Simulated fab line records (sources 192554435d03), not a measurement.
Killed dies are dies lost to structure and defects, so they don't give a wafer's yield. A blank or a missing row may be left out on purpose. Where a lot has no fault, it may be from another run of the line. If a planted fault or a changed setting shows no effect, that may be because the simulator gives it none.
Lot-split experiment || flow n5 finfet || 7 lots, 21 wafers read, on a route of 1938 steps

== ABOUT THE SPLIT ==
At N5_BEOL_M3_TRENCH_ETCH_37 (etches SiOC in C4F6/O2, target depth 55.555 nm, time 29.2 s), the setting bias w was moved away from the recipe's 185 W on 7 of the 21 wafers read, by -17.9% to +17.5%. All remaining wafers had this setting at the recipe value.

The split's own step is where the reading is taken.

== THE READING ==
rf vpp V, in V, at N5_BEOL_M3_TRENCH_ETCH_37 (etches SiOC in C4F6/O2, target depth 55.555 nm, time 29.2 s). A value of 670 V with a standard deviation of 18 V is what fault-free wafers of this fab line usually give.

{"wafer": "L077.1", "tool, chamber at the split": "rie diel-05, 2", "bias w as run, W": 185, "against the recipe": "recipe", "rf vpp V, V": 666, "against lot-mates on the recipe": "-"}
{"wafer": "L077.2", "tool, chamber at the split": "rie diel-05, 0", "bias w as run, W": 185, "against the recipe": "recipe", "rf vpp V, V": 666, "against lot-mates on the recipe": "-"}
{"wafer": "L077.5", "tool, chamber at the split": "rie diel-05, 3", "bias w as run, W": 185, "against the recipe": "recipe", "rf vpp V, V": 685, "against lot-mates on the recipe": "-"}
{"wafer": "L078.1", "tool, chamber at the split": "rie diel-05, 0", "bias w as run, W": 185, "against the recipe": "recipe", "rf vpp V, V": 667, "against lot-mates on the recipe": "-"}
{"wafer": "L078.5", "tool, chamber at the split": "rie diel-05, 3", "bias w as run, W": 185, "against the recipe": "recipe", "rf vpp V, V": 684, "against lot-mates on the recipe": "-"}
{"wafer": "L078.6", "tool, chamber at the split": "rie diel-05, 2", "bias w as run, W": 185, "against the recipe": "recipe", "rf vpp V, V": 665, "against lot-mates on the recipe": "-"}
{"wafer": "L081.3", "tool, chamber at the split": "rie diel-05, 1", "bias w as run, W": 185, "against the recipe": "recipe", "rf vpp V, V": 676, "against lot-mates on the recipe": "-"}
{"wafer": "L081.4", "tool, chamber at the split": "rie diel-05, 2", "bias w as run, W": 185, "against the recipe": "recipe", "rf vpp V, V": 667, "against lot-mates on the recipe": "-"}
{"wafer": "L081.5", "tool, chamber at the split": "rie diel-05, 0", "bias w as run, W": 185, "against the recipe": "recipe", "rf vpp V, V": 666, "against lot-mates on the recipe": "-"}
{"wafer": "L083.1", "tool, chamber at the split": "rie diel-05, 1", "bias w as run, W": 214.3, "against the recipe": "+15.8%", "rf vpp V, V": 759, "against lot-mates on the recipe": "+94"}
{"wafer": "L083.3", "tool, chamber at the split": "rie diel-05, 0", "bias w as run, W": 185, "against the recipe": "recipe", "rf vpp V, V": 665, "against lot-mates on the recipe": "-"}
{"wafer": "L083.4", "tool, chamber at the split": "rie diel-05, 3", "bias w as run, W": 214.3, "against the recipe": "+15.8%", "rf vpp V, V": 768, "against lot-mates on the recipe": "+103"}
{"wafer": "L087.2", "tool, chamber at the split": "rie diel-05, 1", "bias w as run, W": 151.9, "against the recipe": "-17.9%", "rf vpp V, V": 579, "against lot-mates on the recipe": -106}
{"wafer": "L087.3", "tool, chamber at the split": "rie diel-05, 3", "bias w as run, W": 185, "against the recipe": "recipe", "rf vpp V, V": 685, "against lot-mates on the recipe": "-"}
{"wafer": "L087.4", "tool, chamber at the split": "rie diel-05, 2", "bias w as run, W": 151.9, "against the recipe": "-17.9%", "rf vpp V, V": 570, "against lot-mates on the recipe": -115}
{"wafer": "L091.3", "tool, chamber at the split": "rie diel-05, 0", "bias w as run, W": 185, "against the recipe": "recipe", "rf vpp V, V": 664, "against lot-mates on the recipe": "-"}
{"wafer": "L091.4", "tool, chamber at the split": "rie diel-05, 2", "bias w as run, W": 185, "against the recipe": "recipe", "rf vpp V, V": 665, "against lot-mates on the recipe": "-"}
{"wafer": "L091.6", "tool, chamber at the split": "rie diel-05, 1", "bias w as run, W": 176, "against the recipe": "-4.9%", "rf vpp V, V": 647, "against lot-mates on the recipe": -18}
{"wafer": "L096.2", "tool, chamber at the split": "rie diel-06, 3", "bias w as run, W": 185, "against the recipe": "recipe", "rf vpp V, V": 659, "against lot-mates on the recipe": "-"}
{"wafer": "L096.3", "tool, chamber at the split": "rie diel-06, 1", "bias w as run, W": 217.3, "against the recipe": "+17.5%", "rf vpp V, V": 746, "against lot-mates on the recipe": "+87"}
{"wafer": "L096.5", "tool, chamber at the split": "rie diel-06, 2", "bias w as run, W": 217.3, "against the recipe": "+17.5%", "rf vpp V, V": 782, "against lot-mates on the recipe": "+123"}

FIT RESULTS
A straight line over all 21 wafers: rf vpp V changes by +5.49 V for each +1% of bias w; r = +0.98; the points scatter about the line by 9.8 V.
The same after taking each lot's own level away (the mean of its wafers on the recipe; 21 wafers): +6.09 V for each +1%; r = +0.99; scatter 8.6 V.
That fit puts the effect of the largest move of bias w on the reading at 1.1e+02 V.
Measured against the standard deviation above, the lots' own levels, which go from 659.0 to 685.0 V, span 1.4 times it.
So the lot-to-lot level changes the slope little: the two slopes agree.
Check: -109 V against its lot-mates is what the line predicts for one of the wafers moved furthest among these (-17.9%) when that wafer is left out of the fit. Against them it came out at -106 V.
Tool readings at the split's step, against how far the setting was moved: rf vpp V r = +0.98.

== THE OTHER SPLITS THESE WAFERS WENT THROUGH ==
Other splits were also applied to these wafers ahead of the reading. Each is held against what the fit with the lots' levels taken away leaves over:
{"other split on the same wafers": "N5_SD_ACTIVATION_LSA_01 temp c", "wafers away from the commonest value": 5, "r with rf vpp V (lot level and that fit taken away)": "+0.07"}
{"other split on the same wafers": "N5_SDB_ALD_29 ald cycles", "wafers away from the commonest value": 8, "r with rf vpp V (lot level and that fit taken away)": -0.08}
{"other split on the same wafers": "N5_MOL_CONTACT_COAG_COAT_58 spin rpm", "wafers away from the commonest value": 7, "r with rf vpp V (lot level and that fit taken away)": "+0.18"}
{"other split on the same wafers": "N5_MOL_CONTACT_COAG_EXPOSE_37 dose mj", "wafers away from the commonest value": 7, "r with rf vpp V (lot level and that fit taken away)": "+0.21"}
{"other split on the same wafers": "N5_BEOL_M0_SAQP_DESCUM_19 time s", "wafers away from the commonest value": 6, "r with rf vpp V (lot level and that fit taken away)": -0.03}
{"other split on the same wafers": "N5_BEOL_M0_ETCH_128 source w", "wafers away from the commonest value": 4, "r with rf vpp V (lot level and that fit taken away)": "+0.09"}
{"other split on the same wafers": "N5_BEOL_M2_EXPOSE_25 dose mj", "wafers away from the commonest value": 9, "r with rf vpp V (lot level and that fit taken away)": -0.30}

== FILE'S OWN FIT ==
rf vpp V changes by +6.06 V for each +1% of bias w, r = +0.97.
